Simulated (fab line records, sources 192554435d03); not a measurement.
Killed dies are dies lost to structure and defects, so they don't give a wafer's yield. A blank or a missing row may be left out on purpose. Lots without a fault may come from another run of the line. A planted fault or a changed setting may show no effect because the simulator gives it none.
Which tool did it? | flow n5_finfet | 8 lots, 24 wafers sampled, at 8 steps of a route of 1938

WHAT THE GAUGES READ, wafer by wafer
N5_FIN_SAQP_INSPECT_40: inspects for defects (brightfield). Usual: raw_defect_count 259, standard deviation 74.
lot  | measured    | on                | raw_defect_count | flag
L781 | day 2 02:15 | defect_inspect-01 | 275 218 280      |
L783 | day 2 14:15 | defect_inspect-02 | 145 194 210      |
L785 | day 3 02:44 | defect_inspect-02 | 300 176 299      |
L786 | day 3 08:08 | defect_inspect-02 | 412 234 326      |
L793 | day 5 06:51 | defect_inspect-02 | 447 358 364      |
L794 | day 5 11:30 | defect_inspect-01 | 243 348 244      |
L796 | day 5 20:43 | defect_inspect-01 | 898 234 256      |
L800 | day 6 20:23 | defect_inspect-01 | 198 797 173      |

N5_FIN_CUT_INSPECT_10: inspects for defects (brightfield). Usual: raw_defect_count 47, standard deviation 13.
lot  | measured    | on                | raw_defect_count | flag
L781 | day 2 02:46 | defect_inspect-02 | 58 45 65         |
L783 | day 2 14:38 | defect_inspect-02 | 35 35 31         |
L785 | day 3 03:08 | defect_inspect-01 | 65 32 53         |
L786 | day 3 08:32 | defect_inspect-01 | 69 35 53         |
L793 | day 5 07:22 | defect_inspect-02 | 66 74 76         |
L794 | day 5 11:53 | defect_inspect-02 | 41 43 46         |
L796 | day 5 21:06 | defect_inspect-02 | 648 52 47        | OFF
L800 | day 6 20:46 | defect_inspect-02 | 41 646 31        | OFF

N5_FIN_CUT_INSPECT_17: inspects for defects (brightfield). Usual: raw_defect_count 267, standard deviation 81.
lot  | measured    | on                | raw_defect_count | flag
L781 | day 2 03:43 | defect_inspect-02 | 329 212 313      |
L783 | day 2 15:41 | defect_inspect-02 | 165 197 184      |
L785 | day 3 04:41 | defect_inspect-01 | 259 171 281      |
L786 | day 3 09:32 | defect_inspect-01 | 410 230 333      |
L793 | day 5 08:37 | defect_inspect-02 | 473 390 384      |
L794 | day 5 12:51 | defect_inspect-02 | 263 354 278      |
L796 | day 5 22:15 | defect_inspect-01 | 889 219 266      |
L800 | day 6 21:46 | defect_inspect-01 | 185 775 178      |

N5_BEOL_M4_RC_MEAS_101. Usual: DIBL_N 36.4 mV/V, standard deviation 1.6; DIBL_P 36.2 mV/V, standard deviation 1.8; IOFF_N 0.159 nA/um, standard deviation 0.029; IOFF_P 0.21 nA/um, standard deviation 0.034; ION_N 670 uA/um, standard deviation 12; ION_P 459 uA/um, standard deviation 8.2; SS_N 71.5 mV/dec, standard deviation 0.59; SS_P 73.2 mV/dec, standard deviation 0.54; VT_N 250 mV, standard deviation 3.3; VT_P -250 mV, standard deviation 3.7.
lot  | measured     | on        | DIBL_N (mV/V)  | DIBL_P (mV/V)  | IOFF_N (nA/um)    | IOFF_P (nA/um) | ION_N (uA/um) | ION_P (uA/um) | SS_N (mV/dec)  | SS_P (mV/dec)  | VT_N (mV)   | VT_P (mV)      | flag
L781 | day 8 20:48  | prober-02 | 35.8 36.6 36.6 | 37.4 37.3 37.5 | 0.150 0.153 0.164 | 0.20 0.20 0.21 | 673 659 671   | 460 447 459   | 71.2 71.3 71.5 | 73.4 73.6 73.1 | 248 251 251 | -251 -252 -254 |
L783 | day 9 12:06  | prober-02 | 34.8 37.0 36.3 | 33.3 35.7 34.5 | 0.133 0.170 0.144 | 0.20 0.24 0.22 | 674 685 658   | 465 464 459   | 70.2 71.5 71.6 | 73.3 72.6 73.3 | 252 248 252 | -249 -247 -247 |
L785 | day 9 19:52  | prober-01 | 37.4 34.0 35.3 | 39.1 34.9 35.5 | 0.216 0.136 0.154 | 0.26 0.20 0.19 | 689 673 667   | 473 460 454   | 71.9 70.8 71.1 | 73.9 73.1 73.5 | 241 251 250 | -246 -253 -253 |
L786 | day 10 01:51 | prober-02 | 33.8 38.0 36.7 | 34.1 39.1 37.2 | 0.128 0.205 0.165 | 0.17 0.24 0.19 | 663 686 679   | 456 462 464   | 71.1 72.1 71.7 | 72.2 73.4 73.5 | 251 247 248 | -250 -246 -254 |
L793 | day 12 08:26 | prober-01 | 36.2 36.7 35.9 | 35.0 34.4 33.1 | 0.141 0.149 0.131 | 0.21 0.19 0.19 | 664 656 669   | 462 459 460   | 71.5 71.7 70.6 | 73.0 72.9 72.8 | 252 253 250 | -249 -251 -251 |
L794 | day 12 14:15 | prober-02 | 39.6 37.1 38.9 | 38.4 35.3 36.7 | 0.228 0.165 0.199 | 0.24 0.20 0.22 | 701 671 681   | 467 455 456   | 72.1 71.9 71.9 | 73.0 73.3 73.1 | 246 248 248 | -248 -252 -251 |
L796 | day 12 21:51 | prober-02 | 34.7 36.9 36.5 | 34.2 36.8 35.8 | 0.115 0.151 0.152 | 0.17 0.23 0.20 | 649 661 657   | 448 456 452   | 70.8 71.6 70.8 | 72.9 73.2 73.2 | 254 249 252 | -255 -250 -253 |
L800 | day 13 05:46 | prober-02 | 39.8 34.7 37.9 | 38.1 34.4 36.6 | 0.211 0.128 0.181 | 0.25 0.20 0.24 | 673 667 677   | 456 459 458   | 72.7 70.1 72.7 | 74.5 72.9 73.4 | 243 251 246 | -251 -249 -248 |

WHICH TOOL RAN EACH LOT (tool, then ch and the chambers of the sampled wafers, then the start)
lot  | N5_FIN_SAQP_STRIP_55              | N5_FIN_SAQP_ETCH_65             | N5_FIN_SAQP_RECESS_63             | N5_FIN_SAQP_FIN_ETCH_36
L781 | rie_diel-06 ch 1,2, day 1 21:58   | rie_si-03 ch 0,1, day 1 23:46   | vapor_etch-02 ch 0,1, day 1 23:59 | rie_si-06 ch 0,1,3, day 2 01:59
L783 | rie_diel-06 ch 2,3, day 2 10:29   | rie_si-01 ch 0,1,2, day 2 12:17 | vapor_etch-02 ch 0,1, day 2 12:31 | rie_si-01 ch 0,3, day 2 14:00
L785 | rie_diel-03 ch 0,1,2, day 2 22:43 | rie_si-03 ch 1,2,3, day 3 00:31 | vapor_etch-02 ch 0,1, day 3 00:44 | rie_si-01 ch 0,3, day 3 02:29
L786 | rie_diel-06 ch 2,3, day 3 04:23   | rie_si-06 ch 0,2, day 3 06:10   | vapor_etch-02 ch 0,1, day 3 06:16 | rie_si-06 ch 0,1,2, day 3 07:53
L793 | rie_diel-01 ch 2,3, day 5 00:17   | rie_si-06 ch 0,1, day 5 02:53   | vapor_etch-01 ch 0,1, day 5 03:00 | rie_si-06 ch 0,3, day 5 06:36
L794 | rie_diel-03 ch 0,2,3, day 5 07:34 | rie_si-06 ch 0,2, day 5 09:21   | vapor_etch-02 ch 1, day 5 09:28   | rie_si-03 ch 0,2,3, day 5 11:15
L796 | rie_diel-01 ch 0,1,3, day 5 16:28 | rie_si-06 ch 0,2,3, day 5 18:14 | vapor_etch-02 ch 0,1, day 5 18:21 | rie_si-06 ch 0,1, day 5 20:25
L800 | rie_diel-06 ch 2,3, day 6 16:14   | rie_si-06 ch 0,1,2, day 6 18:10 | vapor_etch-02 ch 0,1, day 6 18:17 | rie_si-01 ch 0,2,3, day 6 20:08
- N5_FIN_SAQP_STRIP_55: strips in N2/H2.
- N5_FIN_SAQP_ETCH_65: etches SiO2 in CF4, target depth 4 nm, time 4.4 s.
- N5_FIN_SAQP_RECESS_63: chemistry HF/NH3, target SiO2, target depth 18 nm, afs cycles 3, sublimation time 60 s.
- N5_FIN_SAQP_FIN_ETCH_36: etches the open film in HBr/Cl2/O2, target depth 120 nm, time 50.4 s.

WHAT THE TOOLS THEMSELVES READ (means of the sampled wafers that have a number; where no wafer has one, the mark that the record gives instead)
N5_FIN_SAQP_STRIP_55. Usual: bias_power_w 28.00 W, standard deviation 0.079; drypump_motor_current_A 5.7 A, standard deviation 0.36; oes_product_au 0.75 a.u., standard deviation 0.068; rf_vpp_V 121.6 V, standard deviation 1.6; showerhead_plenum_p_Torr 3.36 Torr, standard deviation 0.12; throttle_valve_pct 19.1 %, standard deviation 0.41.
lot  | tool        | bias_power_w (W) | drypump_motor_current_A (A) | oes_product_au (a.u.) | rf_vpp_V (V) | showerhead_plenum_p_Torr (Torr) | throttle_valve_pct (%) | flag
L781 | rie_diel-06 | 28.07            | 5.5                         | 0.72                  | 121.6        | 3.37                            | 19.0                   |
L783 | rie_diel-06 | 28.01            | 5.4                         | 0.71                  | 121.9        | 3.40                            | 19.3                   |
L785 | rie_diel-03 | 28.00            | 5.6                         | 0.73                  | 122.1        | 3.30                            | 19.4                   |
L786 | rie_diel-06 | 27.99            | 5.5                         | 0.69                  | 121.5        | 3.36                            | 19.5                   |
L793 | rie_diel-01 | 27.94            | 5.6                         | 0.74                  | 120.9        | 3.34                            | 18.7                   |
L794 | rie_diel-03 | 27.95            | 5.9                         | 0.77                  | 121.8        | 3.31                            | 18.9                   |
L796 | rie_diel-01 | 27.99            | 5.5                         | 0.75                  | 121.8        | 3.34                            | 19.1                   |
L800 | rie_diel-06 | 28.02            | 5.5                         | 0.87                  | 120.2        | 3.35                            | 19.2                   |

N5_FIN_SAQP_ETCH_65. Usual: drypump_motor_current_A 5.6 A, standard deviation 0.4; oes_product_au 0.99 a.u., standard deviation 0.03; throttle_valve_pct 21.76 %, standard deviation 0.19.
lot  | tool      | drypump_motor_current_A (A) | oes_product_au (a.u.) | throttle_valve_pct (%) | flag
L781 | rie_si-03 | 5.2                         | 1.03                  | 21.74                  |
L783 | rie_si-01 | 5.6                         | 0.97                  | 21.70                  |
L785 | rie_si-03 | 5.4                         | 1.01                  | 21.76                  |
L786 | rie_si-06 | 5.4                         | 1.02                  | 21.67                  |
L793 | rie_si-06 | 5.6                         | 1.02                  | 21.95                  |
L794 | rie_si-06 | 5.4                         | 1.03                  | 21.68                  |
L796 | rie_si-06 | 5.5                         | 1.01                  | 21.68                  |
L800 | rie_si-06 | 5.5                         | 1.01                  | 21.80                  |

N5_FIN_SAQP_RECESS_63. Usual: drypump_motor_current_A 5.76 A, standard deviation 0.3.
lot  | tool          | drypump_motor_current_A (A) | flag
L781 | vapor_etch-02 | 5.79                        |
L783 | vapor_etch-02 | 5.99                        |
L785 | vapor_etch-02 | 5.98                        |
L786 | vapor_etch-02 | 5.99                        |
L793 | vapor_etch-01 | 5.70                        |
L794 | vapor_etch-02 | 5.57                        |
L796 | vapor_etch-02 | 5.77                        |
L800 | vapor_etch-02 | 6.00                        |

N5_FIN_SAQP_FIN_ETCH_36. Usual: drypump_motor_current_A 5.6 A, standard deviation 0.38; oes_product_au 0.997 a.u., standard deviation 0.028; throttle_valve_pct 36.04 %, standard deviation 0.26.
lot  | tool      | drypump_motor_current_A (A) | oes_product_au (a.u.) | throttle_valve_pct (%) | flag
L781 | rie_si-06 | 5.6                         | 1.011                 | 36.08                  |
L783 | rie_si-01 | 5.8                         | 0.960                 | 35.89                  |
L785 | rie_si-01 | 6.0                         | 0.983                 | 35.83                  |
L786 | rie_si-06 | 5.5                         | 1.018                 | 36.17                  |
L793 | rie_si-06 | 5.4                         | 0.996                 | 35.83                  |
L794 | rie_si-03 | 5.2                         | 1.012                 | 36.14                  |
L796 | rie_si-06 | 5.4                         | 1.011                 | 36.05                  |
L800 | rie_si-01 | 5.6                         | 0.961                 | 35.98                  |

THE ANSWER, worked out from the rows above alone
Rule: a lot is off if the mean of its wafers that have a number lies more than 3 standard deviations from the usual mean. A lot without any number at a reading at which 4 lots or more have one is off too. The other lots that the step has rows for count as sound. The gauges are gone through in route order, then the tools' own readings, and for those a lot's mean is taken as printed above. The first step at which some lot is off is used, and at that step the reading that is off furthest; a lot without a number counts as furthest.
Off: L796, L800, at N5_FIN_CUT_INSPECT_10 (raw_defect_count).
A tool fits if, at a process step before that reading, it ran every lot that is off, and no sound lot after the first of them. The gauges at N5_FIN_CUT_INSPECT_10 are tried like those tools. Can't be told from this: 3 tools fit, rie_si-06 at N5_FIN_SAQP_ETCH_65, vapor_etch-02 at N5_FIN_SAQP_RECESS_63, defect_inspect-02 at N5_FIN_CUT_INSPECT_10.

WHAT THE SIMULATOR HAD PUT IN
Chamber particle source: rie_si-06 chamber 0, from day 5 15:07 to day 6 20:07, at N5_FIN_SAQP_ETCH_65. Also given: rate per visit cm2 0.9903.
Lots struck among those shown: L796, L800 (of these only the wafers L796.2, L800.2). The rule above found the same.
